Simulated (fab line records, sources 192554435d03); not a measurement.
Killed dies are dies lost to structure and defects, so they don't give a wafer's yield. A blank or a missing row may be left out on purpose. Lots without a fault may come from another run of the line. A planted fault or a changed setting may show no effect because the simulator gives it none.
Which tool did it? | flow n5_finfet | 12 lots, 36 wafers sampled, at 4 steps of a route of 1938

WHAT THE GAUGES READ, wafer by wafer
The record holds no reading of a measuring or inspecting step that can be judged against a usual standard deviation.

WHICH TOOL RAN EACH LOT (tool, then ch and the chambers of the sampled wafers, then the start)
lot  | N5_BEOL_M9_SPUTTER_48        | N5_MIM_TOP_ALD_01                           | N5_PASSIVATION_STRIP_48            | N5_PASSIVATION_PROBE_49
L998 | pvd_sputter-02, day 9 21:26  | ald_hk-03 ch 0,1,2, day 12 09:32 or earlier | rie_diel-02 ch 0,2,3, day 12 09:32 | prober-01, day 12 12:01
L999 | pvd_sputter-02, day 10 05:11 | ald_hk-03 ch 1,3, day 12 10:59 or earlier   | rie_diel-06 ch 0,1, day 12 10:59   | -
L100 | pvd_sputter-01, day 10 05:14 | ald_hk-01 ch 0,1,2, day 12 14:43 or earlier | rie_diel-02 ch 0,1,3, day 12 14:43 | -
L101 | pvd_sputter-01, day 10 12:23 | ald_hk-01 ch 0,1,2, day 12 19:31 or earlier | rie_diel-03 ch 0,1,3, day 12 19:31 | -
L105 | pvd_sputter-02, day 11 23:13 | ald_hk-03 ch 0,1,3, day 13 23:37 or earlier | rie_diel-06 ch 1,2,3, day 13 23:37 | prober-01, day 14 02:10
L108 | pvd_sputter-02, day 12 07:05 | ald_hk-02 ch 0,1,3, day 14 11:52 or earlier | rie_diel-02 ch 0,3, day 14 11:52   | prober-01, day 14 14:25
L106 | pvd_sputter-02, day 12 10:59 | ald_hk-01 ch 0,3, day 14 17:16 or earlier   | rie_diel-03 ch 0,1,3, day 14 17:16 | prober-02, day 14 20:41
L109 | pvd_sputter-01, day 13 03:04 | ald_hk-02 ch 0,2,3, day 15 08:07 or earlier | rie_diel-02 ch 1,2,3, day 15 08:07 | prober-01, day 15 10:37
L112 | pvd_sputter-03, day 13 15:45 | ald_hk-02 ch 1,2, day 15 19:35 or earlier   | rie_diel-03 ch 0,3, day 15 19:35   | prober-02, day 15 22:08
L113 | pvd_sputter-02, day 14 00:23 | ald_hk-03 ch 0,2,3, day 15 23:58 or earlier | rie_diel-02 ch 1,2,3, day 15 23:58 | prober-02, day 16 02:31
L117 | pvd_sputter-03, day 14 15:38 | ald_hk-02 ch 0,2,3, day 16 18:24 or earlier | rie_diel-02 ch 2,3, day 16 18:24   | -
L120 | pvd_sputter-01, day 15 09:34 | ald_hk-03 ch 0,3, day 17 20:16 or earlier   | rie_diel-03 ch 0,3, day 17 20:16   | -
- N5_BEOL_M9_SPUTTER_48: material Cu, target thk 12 nm, time 2 s.
- N5_MIM_TOP_ALD_01: deposits HfO2, target thk 5.6 nm, pulse time 1 s, purge time 3 s.
- N5_PASSIVATION_STRIP_48: strips in O2.
- N5_PASSIVATION_PROBE_49

WHAT THE TOOLS THEMSELVES READ (means of the sampled wafers that have a number; where no wafer has one, the mark that the record gives instead)
N5_BEOL_M9_SPUTTER_48. Usual: cathode_dc_power_W 26000 W, standard deviation 5.1; chuck_gas_flow_sccm 1.25 sccm, standard deviation 0.051; susceptor_temp_C -20.02 C, standard deviation 0.11; throttle_valve_pct 29.6 %, standard deviation 0.73.
lot  | tool           | cathode_dc_power_W (W) | chuck_gas_flow_sccm (sccm) | susceptor_temp_C (C) | throttle_valve_pct (%) | flag
L998 | pvd_sputter-02 | 25999                  | 1.23                       | -20.08               | 29.5                   |
L999 | pvd_sputter-02 | 25996                  | 1.23                       | -19.93               | 29.4                   |
L100 | pvd_sputter-01 | 25997                  | 1.25                       | -20.07               | 29.2                   |
L101 | pvd_sputter-01 | 26003                  | 1.30                       | -19.99               | 29.2                   |
L105 | pvd_sputter-02 | 25995                  | 1.20                       | -19.99               | 29.3                   |
L108 | pvd_sputter-02 | 26000                  | 1.27                       | -19.98               | 29.8                   |
L106 | pvd_sputter-02 | 26004                  | 1.24                       | -20.04               | 29.4                   |
L109 | pvd_sputter-01 | 26002                  | 1.26                       | -20.09               | 29.3                   |
L112 | pvd_sputter-03 | 26000                  | 1.24                       | -20.08               | 30.4                   |
L113 | pvd_sputter-02 | 26002                  | 1.26                       | -19.95               | 29.2                   |
L117 | pvd_sputter-03 | 26000                  | 1.30                       | -20.03               | 30.0                   |
L120 | pvd_sputter-01 | 25995                  | 1.23                       | -20.11               | 29.1                   |

N5_MIM_TOP_ALD_01. Usual: precursor_pulse_height_rel 1.000, standard deviation 0.019.
lot  | tool      | precursor_pulse_height_rel | flag
L998 | ald_hk-03 | 1.011                      |
L999 | ald_hk-03 | 0.994                      |
L100 | ald_hk-01 | 0.987                      |
L101 | ald_hk-01 | 0.995                      |
L105 | ald_hk-03 | 1.006                      |
L108 | ald_hk-02 | 0.989                      |
L106 | ald_hk-01 | 0.999                      |
L109 | ald_hk-02 | 1.000                      |
L112 | ald_hk-02 | 1.002                      |
L113 | ald_hk-03 | 0.970                      |
L117 | ald_hk-02 | 1.011                      |
L120 | ald_hk-03 | 1.007                      |

N5_PASSIVATION_STRIP_48. Usual: chamber_pressure_mTorr 30.00 mTorr, standard deviation 0.13; drypump_motor_current_A 5.6 A, standard deviation 0.31; oes_product_au 0.80 a.u., standard deviation 0.077; rf_vpp_V 3.8 V, standard deviation 2.7; showerhead_plenum_p_Torr 2.07 Torr, standard deviation 0.066; throttle_valve_pct 16.58 %, standard deviation 0.23.
lot  | tool        | chamber_pressure_mTorr (mTorr) | drypump_motor_current_A (A) | oes_product_au (a.u.) | rf_vpp_V (V) | showerhead_plenum_p_Torr (Torr) | throttle_valve_pct (%) | flag
L998 | rie_diel-02 | 29.94                          | 5.7                         | 0.76                  | 2.2          | 2.01                            | 16.75                  |
L999 | rie_diel-06 | 29.97                          | 5.8                         | 0.83                  | 2.5          | 2.06                            | 16.48                  |
L100 | rie_diel-02 | 30.07                          | 5.6                         | 0.76                  | 3.1          | 2.00                            | 16.84                  |
L101 | rie_diel-03 | 30.04                          | 5.4                         | 0.80                  | 3.6          | 2.08                            | 16.52                  |
L105 | rie_diel-06 | 29.90                          | 5.6                         | 0.86                  | 5.6          | 2.15                            | 16.53                  |
L108 | rie_diel-02 | 30.04                          | 5.7                         | 0.92                  | 5.8          | 2.15                            | 16.38                  |
L106 | rie_diel-03 | 30.00                          | 5.4                         | 0.76                  | 5.6          | 2.07                            | 16.56                  |
L109 | rie_diel-02 | 30.00                          | 5.6                         | 0.79                  | 4.4          | 2.02                            | 16.76                  |
L112 | rie_diel-03 | 30.04                          | 5.4                         | 0.81                  | 4.2          | 2.10                            | 16.34                  |
L113 | rie_diel-02 | 29.94                          | 5.6                         | 0.80                  | 3.3          | 2.02                            | 16.72                  |
L117 | rie_diel-02 | 29.99                          | 5.7                         | 0.85                  | 2.9          | 2.03                            | 16.48                  |
L120 | rie_diel-03 | 29.83                          | 5.4                         | 0.77                  | 2.0          | 2.10                            | 16.40                  |

N5_PASSIVATION_PROBE_49. Usual: defect_limited_yield 91.4 %, standard deviation 1.4; killed_at_M0_to_M3 34, standard deviation 8.9; killed_at_M4_up 13, standard deviation 4.6; killed_at_contacts 12, standard deviation 5.5; killed_at_front_end 41, standard deviation 11; killed_at_other 3.1, standard deviation 2.9; killed_dies 102, standard deviation 16; killed_on_rim 13, standard deviation 4.2; killed_open 66, standard deviation 11; killed_short 34, standard deviation 7.6; sort_bin_4_leakage 0.01 %, standard deviation 0.14; sort_bin_5_function 5.1 %, standard deviation 0.89; sort_bin_6_memory 3.2 %, standard deviation 0.61; sort_bin_8_speed 0.02 %, standard deviation 0.12; sort_n_pass 1078, standard deviation 16.
lot  | tool      | defect_limited_yield (%) | killed_at_M0_to_M3 | killed_at_M4_up | killed_at_contacts | killed_at_front_end | killed_at_other | killed_dies | killed_on_rim | killed_open | killed_short | sort_bin_4_leakage (%) | sort_bin_5_function (%) | sort_bin_6_memory (%) | sort_bin_8_speed (%) | sort_n_pass | flag
L998 | prober-01 | 90.8                     | 32                 | 10              | 9                  | 55                  | 2.3             | 108         | 12            | 69          | 37           | 0.00                   | 5.9                     | 3.1                   | 0.00                 | 1072        |
L105 | prober-01 | 90.4                     | 26                 | 16              | 25                 | 42                  | 3.0             | 113         | 14            | 72          | 37           | 0.00                   | 5.2                     | 3.9                   | 0.00                 | 1067        |
L108 | prober-01 | 92.0                     | 30                 | 13              | 8                  | 40                  | 2.7             | 94          | 13            | 60          | 34           | 0.00                   | 4.7                     | 2.8                   | 0.00                 | 1086        |
L106 | prober-02 | 88.9                     | 31                 | 37              | 15                 | 44                  | 3.3             | 131         | 21            | 77          | 28           | 0.00                   | 6.3                     | 3.7                   | 0.00                 | 1049        | OFF
L109 | prober-01 | 90.7                     | 33                 | 16              | 14                 | 43                  | 3.3             | 109         | 19            | 70          | 37           | 0.00                   | 5.2                     | 3.5                   | 0.00                 | 1071        |
L112 | prober-02 | 90.6                     | 30                 | 12              | 9                  | 50                  | 9.3             | 111         | 12            | 73          | 37           | 0.00                   | 5.3                     | 3.8                   | 0.00                 | 1069        |
L113 | prober-02 | 90.7                     | 31                 | 40              | 9                  | 27                  | 2.3             | 109         | 22            | 56          | 26           | 0.54                   | 5.4                     | 2.7                   | 0.00                 | 1064        | OFF

THE ANSWER, worked out from the rows above alone
Rule: a lot is off if the mean of its wafers that have a number lies more than 3 standard deviations from the usual mean. A lot without any number at a reading at which 4 lots or more have one is off too. The other lots that the step has rows for count as sound. The gauges are gone through in route order, then the tools' own readings, and for those a lot's mean is taken as printed above. The first step at which some lot is off is used, and at that step the reading that is off furthest; a lot without a number counts as furthest.
Off: L106, L113, at N5_PASSIVATION_PROBE_49 (killed_at_M4_up). Neither off nor sound, because the step has no rows for them: L999, L100, L101, L117, L120.
A tool fits if, at that step or a process step before it, it ran every lot that is off, and no sound lot after the first of them. N5_MIM_TOP_ALD_01 gives no start for some lots, so the hours and the order of its lots are those of N5_PASSIVATION_STRIP_48. One fits: pvd_sputter-02 at N5_BEOL_M9_SPUTTER_48. Its last sound lot is L108 (day 12 07:05), its first lot that is off L106 (day 12 10:59): a fault that began between those two fits.

WHAT THE SIMULATOR HAD PUT IN
Chamber particle source: pvd_sputter-02, from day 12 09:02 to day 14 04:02, at N5_BEOL_M9_SPUTTER_48. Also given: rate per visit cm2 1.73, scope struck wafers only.
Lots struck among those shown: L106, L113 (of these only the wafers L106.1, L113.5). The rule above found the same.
